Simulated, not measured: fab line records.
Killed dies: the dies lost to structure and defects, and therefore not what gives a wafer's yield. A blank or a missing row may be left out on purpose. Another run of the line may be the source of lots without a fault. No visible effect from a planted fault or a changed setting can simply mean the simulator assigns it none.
Which tool is to blame?	flow nandHarc	20 lots, 60 wafers sampled, at 6 steps of a route of 1159

== WHAT EACH GAUGE READ, for each wafer ==
The record holds no reading of a measuring or inspecting step that can be judged against a usual standard deviation.

== EACH LOT AND THE TOOL THAT RAN IT (in order: tool; ch and the chambers of the sampled wafers; start) ==
lot	NHARC_A_STAIRCASE_STRIP_175	NHARC_A_STAIRCASE_TRIM_187	NHARC_A_STAIRCASE_DESCUM_219	NHARC_A_STAIRCASE_TRIM_224	NHARC_A_STAIRCASE_ETCH_313	NHARC_A_STAIRCASE_STRIP_316
L074	plasmaAsher-02 ch 0,1, day 10 19:23	rieDiel-13 ch 0,2,3, day 10 20:50	rieDiel-13 ch 2,3, day 11 00:26	rieDiel-13 ch 1,2,3, day 11 18:53 or earlier	rieDiel-08 ch 1,2, day 11 18:53	rieDiel-08 ch 1,2,3, no start
L075	plasmaAsher-01 ch 0,1, day 11 07:51	rieDiel-05 ch 0,1,3, day 11 09:22	rieDiel-05 ch 0,1,2, day 11 13:07	rieDiel-05 ch 0,3, day 12 03:17 or earlier	rieDiel-05 ch 0,1, day 12 03:17	rieDiel-05 ch 1,2,3, no start
L076	plasmaAsher-02 ch 0,1, day 11 08:16	rieDiel-05 ch 1,3, day 11 09:55	rieDiel-05 ch 0,1,2, day 11 13:34	rieDiel-05 ch 0,3, day 12 04:21 or earlier	rieDiel-13 ch 1,2, day 12 04:21	rieDiel-13 ch 1,3, no start
L078	plasmaAsher-02 ch 0,1, day 11 16:13	rieDiel-05 ch 1,2,3, day 11 17:42	rieDiel-05 ch 0,2,3, day 11 21:28	rieDiel-05 ch 0,1,2, day 12 10:45 or earlier	rieDiel-05 ch 0,1, day 12 10:45	rieDiel-05 ch 0,1, no start
L077	plasmaAsher-02 ch 0,1, day 11 16:37	rieDiel-13 ch 1,2, day 11 18:05	rieDiel-08 ch 0,1,3, day 11 22:11	rieDiel-08 ch 0,2,3, day 12 13:10 or earlier	rieDiel-05 ch 1,2, day 12 13:10	rieDiel-05 ch 2,3, no start
L080	plasmaAsher-02 ch 0,1, day 12 21:12	rieDiel-08 ch 0,1,2, day 12 22:50	rieDiel-13 ch 1,2,3, day 13 02:56	rieDiel-13 ch 1,2,3, day 14 01:59 or earlier	rieDiel-05 ch 0,1,3, day 14 01:59	rieDiel-05 ch 0,1,3, no start
L081	plasmaAsher-02 ch 0,1, day 12 21:34	rieDiel-13 ch 1,2,3, day 12 23:13	rieDiel-05 ch 1,3, day 13 03:09	rieDiel-05 ch 1,3, day 14 03:42 or earlier	rieDiel-05 ch 0,1,3, day 14 03:42	rieDiel-05 ch 1,2,3, no start
L083	plasmaAsher-02 ch 0, day 13 00:57	rieDiel-13 ch 0,2,3, day 13 02:34	rieDiel-13 ch 0,1,2, day 13 06:25	rieDiel-13 ch 2,3, day 14 06:27 or earlier	rieDiel-13 ch 0,1,2, day 14 06:27	rieDiel-13 ch 1,2,3, no start
L085	plasmaAsher-02 ch 0,1, day 13 10:49	rieDiel-08 ch 1,2,3, day 13 12:25	rieDiel-13 ch 0,1,3, day 13 17:17	rieDiel-13 ch 0,2,3, day 14 10:50 or earlier	rieDiel-08 ch 0,1,3, day 14 10:50	rieDiel-08 ch 1,2,3, no start
L087	plasmaAsher-01 ch 1, day 14 03:44	rieDiel-05 ch 0,2,3, day 14 05:17	rieDiel-08 ch 1,2,3, day 14 09:40	rieDiel-08 ch 0,3, day 15 01:31 or earlier	rieDiel-08 ch 1,2, day 15 01:31	rieDiel-08 ch 1,2, no start
L086	plasmaAsher-02 ch 0,1, day 14 05:47	rieDiel-05 ch 1,2,3, day 14 07:25	rieDiel-08 ch 1,3, day 14 11:53	rieDiel-08 ch 2,3, day 15 01:17 or earlier	rieDiel-13 ch 0,2, day 15 01:17	rieDiel-13 ch 2,3, no start
L088	plasmaAsher-02 ch 1, day 14 08:51	rieDiel-05 ch 0,2,3, day 14 10:19	rieDiel-08 ch 0,1, day 14 15:45	rieDiel-08 ch 2,3, day 15 04:40 or earlier	rieDiel-13 ch 1,2,3, day 15 04:40	rieDiel-13 ch 0,2, no start
L090	plasmaAsher-02 ch 0,1, day 14 13:57	rieDiel-05 ch 0,3, day 14 15:35	rieDiel-05 ch 0,2,3, day 14 19:13	rieDiel-05 ch 0,1,2, day 15 07:52 or earlier	rieDiel-08 ch 0,2,3, day 15 07:52	rieDiel-08 ch 1,2,3, no start
L091	plasmaAsher-01 ch 0,1, day 15 02:22	rieDiel-13 ch 0,1,3, day 15 04:00	rieDiel-08 ch 0,1,3, day 15 08:08	rieDiel-08 ch 1,2,3, day 16 01:02 or earlier	rieDiel-05 ch 1,2, day 16 01:02	rieDiel-05 ch 1,2, no start
L089	plasmaAsher-02 ch 0,1, day 15 03:04	rieDiel-05 ch 0,2,3, day 15 04:34	rieDiel-13 ch 0,1, day 15 08:23	rieDiel-13 ch 2,3, day 15 22:05 or earlier	rieDiel-05 ch 0,1, day 15 22:05	rieDiel-05 ch 0,2, no start
L092	plasmaAsher-02 ch 0,1, day 15 09:18	rieDiel-13 ch 0,1,2, day 15 10:43	rieDiel-13 ch 2,3, day 15 14:48	rieDiel-13 ch 1,2,3, day 16 07:07 or earlier	rieDiel-05 ch 0,1,2, day 16 07:07	rieDiel-05 ch 0,1,2, no start
L094	plasmaAsher-01 ch 0,1, day 15 14:33	rieDiel-13 ch 0,1,2, day 15 16:11	rieDiel-13 ch 1,2, day 15 20:22	rieDiel-13 ch 1,3, day 16 11:59 or earlier	rieDiel-05 ch 2,3, day 16 11:59	rieDiel-05 ch 1,2, no start
L093	plasmaAsher-02 ch 0, day 15 18:04	rieDiel-08 ch 1,2,3, day 15 21:04	rieDiel-08 ch 0,1,2, day 16 00:50	rieDiel-08 ch 0,1,2, day 16 17:33 or earlier	rieDiel-08 ch 2,3, day 16 17:33	rieDiel-08 ch 1,3, no start
L095	plasmaAsher-02 ch 0,1, day 16 11:47	rieDiel-08 ch 0,2,3, day 16 13:20	rieDiel-13 ch 0,3, day 16 17:00	rieDiel-13 ch 0,1,3, day 17 10:49 or earlier	rieDiel-05 ch 1,3, day 17 10:49	rieDiel-05 ch 2,3, no start
L097	plasmaAsher-01 ch 0,1, day 16 13:40	rieDiel-05 ch 0,1, day 16 15:14	rieDiel-13 ch 1,2, day 16 20:17	rieDiel-13 ch 0,1,3, day 17 12:20 or earlier	rieDiel-08 ch 0,1, day 17 12:20	rieDiel-08 ch 0,3, no start
- NHARC_A_STAIRCASE_STRIP_175: strips in O2.
- NHARC_A_STAIRCASE_TRIM_187: chemistry O2, time 211.2 s.
- NHARC_A_STAIRCASE_DESCUM_219: chemistry O2, time 3 s.
- NHARC_A_STAIRCASE_TRIM_224: chemistry O2, time 211.2 s.
- NHARC_A_STAIRCASE_ETCH_313: etches the open film in CF4/CHF3.
- NHARC_A_STAIRCASE_STRIP_316: strips in O2.

== WHAT THE TOOLS THEMSELVES READ (means of the sampled wafers that have a number; where no wafer has one, the mark that the record gives instead) ==
NHARC_A_STAIRCASE_STRIP_175. Usual: drypumpMotorCurrentA 5.8 A, standard deviation 0.42; heaterPowerW 348 W, standard deviation 27.
lot	tool	drypumpMotorCurrentA (A)	heaterPowerW (W)	flag
L074	plasmaAsher-02	6.1	329	
L075	plasmaAsher-01	5.2	361	
L076	plasmaAsher-02	6.1	334	
L078	plasmaAsher-02	6.0	344	
L077	plasmaAsher-02	6.0	340	
L080	plasmaAsher-02	6.1	331	
L081	plasmaAsher-02	6.0	347	
L083	plasmaAsher-02	6.2	317	
L085	plasmaAsher-02	6.1	334	
L087	plasmaAsher-01	5.7	397	
L086	plasmaAsher-02	5.9	340	
L088	plasmaAsher-02	5.9	357	
L090	plasmaAsher-02	6.1	332	
L091	plasmaAsher-01	5.2	357	
L089	plasmaAsher-02	5.9	343	
L092	plasmaAsher-02	6.0	346	
L094	plasmaAsher-01	5.5	383	
L093	plasmaAsher-02	6.2	319	
L095	plasmaAsher-02	6.1	330	
L097	plasmaAsher-01	5.5	387	

NHARC_A_STAIRCASE_TRIM_187. Usual: drypumpMotorCurrentA 5.8 A, standard deviation 0.47; oesProductAu 1.000 a.u., standard deviation 0.012; rfVppV 57.8 V, standard deviation 0.95; showerheadPlenumPTorr 3.47 Torr, standard deviation 0.15; throttleValvePct 17.037 %, standard deviation 0.008.
lot	tool	drypumpMotorCurrentA (A)	oesProductAu (a.u.)	rfVppV (V)	showerheadPlenumPTorr (Torr)	throttleValvePct (%)	flag
L074	rieDiel-13	5.8	1.006	58.5	3.54	17.041	
L075	rieDiel-05	5.9	0.989	58.4	3.51	17.044	
L076	rieDiel-05	6.0	0.998	58.0	3.52	17.044	
L078	rieDiel-05	6.2	1.000	58.5	3.53	17.044	
L077	rieDiel-13	5.7	1.002	57.7	3.46	17.040	
L080	rieDiel-08	5.5	1.004	57.3	3.36	17.043	
L081	rieDiel-13	5.7	0.980	57.6	3.56	17.035	
L083	rieDiel-13	5.8	1.000	58.4	3.53	17.038	
L085	rieDiel-08	5.4	1.010	58.0	3.32	17.042	
L087	rieDiel-05	5.8	0.993	57.8	3.41	17.041	
L086	rieDiel-05	6.2	1.010	57.6	3.52	17.036	
L088	rieDiel-05	5.8	1.004	57.5	3.41	17.032	
L090	rieDiel-05	5.7	1.002	57.2	3.40	17.038	
L091	rieDiel-13	6.1	0.996	58.7	3.51	17.034	
L089	rieDiel-05	5.8	1.005	58.2	3.41	17.036	
L092	rieDiel-13	5.7	0.991	58.5	3.41	17.039	
L094	rieDiel-13	5.7	0.997	57.8	3.41	17.036	
L093	rieDiel-08	5.4	1.013	57.3	3.31	17.040	
L095	rieDiel-08	5.3	1.007	57.5	3.33	17.031	
L097	rieDiel-05	5.8	1.005	57.5	3.48	17.039	

NHARC_A_STAIRCASE_DESCUM_219. Usual: drypumpMotorCurrentA 5.8 A, standard deviation 0.48; oesProductAu 0.998 a.u., standard deviation 0.013; rfVppV 57.7 V, standard deviation 1.1; showerheadPlenumPTorr 1.88 Torr, standard deviation 0.088; throttleValvePct 11.312 %, standard deviation 0.0095.
lot	tool	drypumpMotorCurrentA (A)	oesProductAu (a.u.)	rfVppV (V)	showerheadPlenumPTorr (Torr)	throttleValvePct (%)	flag
L074	rieDiel-13	5.4	0.999	57.8	1.94	11.302	
L075	rieDiel-05	6.0	0.997	57.7	1.91	11.312	
L076	rieDiel-05	6.0	1.002	58.4	1.91	11.312	
L078	rieDiel-05	5.7	0.997	58.2	1.85	11.309	
L077	rieDiel-08	5.6	1.013	56.6	1.80	11.314	
L080	rieDiel-13	5.7	0.998	58.0	1.93	11.319	
L081	rieDiel-05	6.0	1.001	58.3	1.91	11.309	
L083	rieDiel-13	5.7	0.987	56.7	1.85	11.311	
L085	rieDiel-13	6.1	0.991	57.7	1.91	11.316	
L087	rieDiel-08	5.4	1.005	56.8	1.79	11.313	
L086	rieDiel-08	5.5	1.013	56.0	1.78	11.310	
L088	rieDiel-08	5.8	1.000	56.4	1.80	11.309	
L090	rieDiel-05	5.8	1.002	58.1	1.84	11.313	
L091	rieDiel-08	5.6	1.016	57.5	1.79	11.311	
L089	rieDiel-13	6.1	0.988	57.8	1.84	11.313	
L092	rieDiel-13	5.8	0.986	57.1	1.99	11.310	
L094	rieDiel-13	5.7	0.989	58.4	1.86	11.326	
L093	rieDiel-08	5.5	1.000	57.2	1.81	11.309	
L095	rieDiel-13	6.2	1.005	58.4	1.96	11.316	
L097	rieDiel-13	5.7	0.982	58.1	1.85	11.309	

NHARC_A_STAIRCASE_TRIM_224. Usual: drypumpMotorCurrentA 5.7 A, standard deviation 0.49; oesProductAu 0.996 a.u., standard deviation 0.014; rfVppV 57.8 V, standard deviation 1; showerheadPlenumPTorr 3.45 Torr, standard deviation 0.14; throttleValvePct 17.036 %, standard deviation 0.0087.
lot	tool	drypumpMotorCurrentA (A)	oesProductAu (a.u.)	rfVppV (V)	showerheadPlenumPTorr (Torr)	throttleValvePct (%)	flag
L074	rieDiel-13	5.7	0.992	58.5	3.57	17.037	
L075	rieDiel-05	5.7	0.990	56.7	3.41	17.028	
L076	rieDiel-05	5.5	0.988	58.2	3.40	17.031	
L078	rieDiel-05	6.0	0.994	57.6	3.52	17.037	
L077	rieDiel-08	5.2	1.001	56.9	3.35	17.039	
L080	rieDiel-13	5.7	0.980	58.1	3.56	17.029	
L081	rieDiel-05	6.3	0.996	57.0	3.61	17.040	
L083	rieDiel-13	5.4	0.988	58.1	3.56	17.023	
L085	rieDiel-13	5.8	1.005	58.0	3.53	17.044	
L087	rieDiel-08	5.4	1.010	57.0	3.34	17.039	
L086	rieDiel-08	5.1	0.994	56.8	3.33	17.029	
L088	rieDiel-08	5.2	1.001	57.1	3.31	17.033	
L090	rieDiel-05	6.0	1.009	58.4	3.50	17.034	
L091	rieDiel-08	5.4	1.009	58.0	3.32	17.041	
L089	rieDiel-13	5.4	0.993	58.3	3.55	17.041	
L092	rieDiel-13	5.7	0.990	57.4	3.55	17.035	
L094	rieDiel-13	6.1	0.984	56.8	3.65	17.033	
L093	rieDiel-08	5.5	0.995	57.6	3.34	17.046	
L095	rieDiel-13	6.1	0.989	57.8	3.51	17.042	
L097	rieDiel-13	6.1	1.004	57.3	3.50	17.040	

NHARC_A_STAIRCASE_ETCH_313. Usual: value, then standard deviation, for each; chf3FlowSccm 30.01 sccm / 0.094; drypumpMotorCurrentA 5.8 A / 0.5; oesProductAu 0.936 a.u. / 0.023; rfFwdPowerW 497.5 W / 1.8; rfVppV 369.5 V / 2.2; showerheadPlenumPTorr 1.54 Torr / 0.067; throttleValvePct 16.801 % / 0.0089.
lot	tool	chf3FlowSccm (sccm)	drypumpMotorCurrentA (A)	oesProductAu (a.u.)	rfFwdPowerW (W)	rfVppV (V)	showerheadPlenumPTorr (Torr)	throttleValvePct (%)	flag
L074	rieDiel-08	29.89	5.7	0.933	497.2	368.0	1.49	16.806	
L075	rieDiel-05	30.00	5.8	0.956	499.0	370.1	1.56	16.800	
L076	rieDiel-13	30.05	5.3	0.959	499.9	370.0	1.55	16.796	
L078	rieDiel-05	30.02	5.8	0.912	499.2	370.6	1.56	16.802	
L077	rieDiel-05	30.13	6.4	0.936	498.5	371.4	1.61	16.793	
L080	rieDiel-05	30.13	5.9	0.925	496.8	369.8	1.56	16.795	
L081	rieDiel-05	30.04	5.9	0.921	497.0	369.6	1.56	16.799	
L083	rieDiel-13	29.94	5.7	0.921	497.5	369.1	1.52	16.798	
L085	rieDiel-08	30.04	5.6	0.925	497.7	367.8	1.48	16.805	
L087	rieDiel-08	30.01	5.7	0.925	499.8	367.9	1.48	16.795	
L086	rieDiel-13	30.03	5.4	0.914	496.0	369.9	1.52	16.805	
L088	rieDiel-13	29.96	5.7	0.909	496.0	370.7	1.58	16.796	
L090	rieDiel-08	30.07	5.2	0.929	497.0	367.9	1.48	16.806	
L091	rieDiel-05	30.05	6.4	0.975	498.9	371.6	1.61	16.807	
L089	rieDiel-05	30.13	6.1	0.963	498.4	370.2	1.60	16.810	
L092	rieDiel-05	30.01	6.0	0.967	497.7	370.0	1.56	16.801	
L094	rieDiel-05	29.94	5.9	0.971	496.9	368.7	1.52	16.797	
L093	rieDiel-08	30.01	5.2	0.924	496.5	368.0	1.47	16.806	
L095	rieDiel-05	29.96	6.0	0.925	496.8	369.9	1.56	16.801	
L097	rieDiel-08	30.03	5.8	0.983	496.7	367.6	1.48	16.811	

NHARC_A_STAIRCASE_STRIP_316. Usual: drypumpMotorCurrentA 5.8 A, standard deviation 0.49; oesProductAu 1.002 a.u., standard deviation 0.014; rfVppV 57.5 V, standard deviation 0.92; showerheadPlenumPTorr 3.45 Torr, standard deviation 0.14; throttleValvePct 17.036 %, standard deviation 0.009.
lot	tool	drypumpMotorCurrentA (A)	oesProductAu (a.u.)	rfVppV (V)	showerheadPlenumPTorr (Torr)	throttleValvePct (%)	flag
L074	rieDiel-08	5.4	1.009	57.0	3.33	17.041	
L075	rieDiel-05	6.1	1.012	58.5	3.53	17.040	
L076	rieDiel-13	6.1	0.988	58.3	3.56	17.031	
L078	rieDiel-05	5.8	0.986	57.2	3.50	17.036	
L077	rieDiel-05	6.0	1.003	58.4	3.44	17.042	
L080	rieDiel-05	5.9	0.995	57.3	3.50	17.031	
L081	rieDiel-05	6.1	1.006	57.9	3.52	17.042	
L083	rieDiel-13	5.7	0.990	57.2	3.56	17.033	
L085	rieDiel-08	5.4	1.004	57.0	3.32	17.040	
L087	rieDiel-08	5.7	1.001	57.6	3.33	17.036	
L086	rieDiel-13	5.4	0.984	57.6	3.56	17.041	
L088	rieDiel-13	5.8	1.005	57.5	3.38	17.050	
L090	rieDiel-08	5.4	0.995	56.2	3.32	17.037	
L091	rieDiel-05	6.4	1.019	57.9	3.60	17.037	
L089	rieDiel-05	5.9	1.011	57.2	3.41	17.044	
L092	rieDiel-05	6.0	1.012	57.3	3.50	17.045	
L094	rieDiel-05	6.4	1.022	57.2	3.60	17.035	
L093	rieDiel-08	5.8	1.018	57.4	3.30	17.029	
L095	rieDiel-05	5.9	1.002	57.6	3.41	17.035	
L097	rieDiel-08	5.3	1.015	56.4	3.31	17.035	

== THE ANSWER, worked out from the rows above alone ==
Rule: take the mean of a lot's wafers that have a number; if it is more than 3 standard deviations from the usual mean, the lot is off. A lot without any number at a reading at which 4 lots or more have one is off too. The other lots that the step has rows for count as sound. First the gauges in route order, then the tools' own readings, where a lot's mean is used as printed above. The first step at which some lot is off is used, and at that step the reading that is off furthest; a lot without a number counts as furthest.
None of the lots is off at any reading shown; this tells nothing.

== WHAT THE SIMULATOR HAD PUT IN ==
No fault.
